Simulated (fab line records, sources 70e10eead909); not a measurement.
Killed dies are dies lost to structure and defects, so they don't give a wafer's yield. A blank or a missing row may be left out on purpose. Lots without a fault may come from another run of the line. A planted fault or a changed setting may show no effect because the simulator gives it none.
Chamber matching | flow nand_harc | NHARC_A_STAIRCASE_ETCH_292 on rie_diel-07: 4 sister chambers
The step etches the open film in CF4/CHF3. 4 wafers are shown with their chamber, then 10 later ones without.

WAFERS WITH THEIR CHAMBER
wafer  | chamber | showerhead_plenum_p_Torr (Torr)
L094.5 | 0       | 1.67
L094.6 | 3       | 1.55
L093.1 | 2       | 1.58
L093.3 | 1       | 1.55

WAFERS WITHOUT THEIR CHAMBER
wafer  | showerhead_plenum_p_Torr (Torr)
L093.4 | 1.67
L095.1 | 1.58
L095.2 | 1.67
L095.4 | 1.55
L096.3 | 1.57
L096.4 | 1.55
L096.6 | 1.58
L097.1 | 1.58
L097.2 | 1.67
L097.4 | 1.55

WHICH CHAMBER EACH WENT THROUGH
wafer  | from the rows above     | in truth
L093.4 | 0                       | 0
L095.1 | 2                       | 2
L095.2 | 0                       | 0
L095.4 | can't be placed: 1 or 3 | 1
L096.3 | 2                       | 2
L096.4 | can't be placed: 1 or 3 | 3
L096.6 | 2                       | 2
L097.1 | 2                       | 2
L097.2 | 0                       | 0
L097.4 | can't be placed: 1 or 3 | 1
Placed correctly: 7 of 10. Can't be placed from these rows: 3 (the true chamber is among the candidates in 3). Placed wrongly: 0.
How it was worked out, from the rows above alone: a wafer's distance from a chamber is the root of the sum, over the readings, of the square of ((its reading less the chamber's mean) divided by the reading's scatter). The wafer belongs to the nearest chamber; if the next one is less than 2 further off, it can't be placed. A chamber's mean is the mean of its shown wafers. The scatter: with one shown wafer a chamber, the root of the mean of the squares of how far each hidden wafer lies from its nearest shown one.
